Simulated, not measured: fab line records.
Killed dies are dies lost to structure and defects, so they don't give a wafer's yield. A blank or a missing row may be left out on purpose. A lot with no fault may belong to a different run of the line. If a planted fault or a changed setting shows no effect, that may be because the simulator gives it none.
Matching of chambers    flow n5-finfet    N5_BEOL_M4_PRE_CLEAN_60 on cvd-co-02: 3 sister chambers
The step time 15 s. 6 wafers are shown with their chamber, then 6 later ones without.

== WAFERS, EACH WITH ITS CHAMBER ==
wafer   chamber  heater-power-w (W)
L465.2  2        104
L465.6  0        84
L473.5  0        82
L474.2  1        30
L474.4  1        29
L474.5  2        102

== WAFERS WITHOUT THEIR CHAMBER ==
wafer   heater-power-w (W)
L476.3  104
L476.5  103
L476.6  30
L477.1  31
L477.3  30
L477.4  101

== CHAMBER TAKEN BY EACH ==
wafer   from the rows above  in truth
L476.3  2                    2
L476.5  2                    2
L476.6  1                    1
L477.1  1                    1
L477.3  1                    1
L477.4  2                    2
Correctly placed: 6 of 6. From these rows, 0 cannot be placed. Wrongly placed: 0.
How it was worked out, from the rows above alone: a wafer's distance from a chamber is the root of the sum, over the readings, of the square of ((its reading less the chamber's mean) divided by the reading's scatter). The wafer belongs to the nearest chamber; if the next one is less than 2 further off, it can't be placed. The mean given for a chamber averages the wafers shown for that chamber. The scatter: take each reading less its chamber's mean, square it, sum over the shown wafers, divide by the number of wafers less the number of chambers, and take the root.
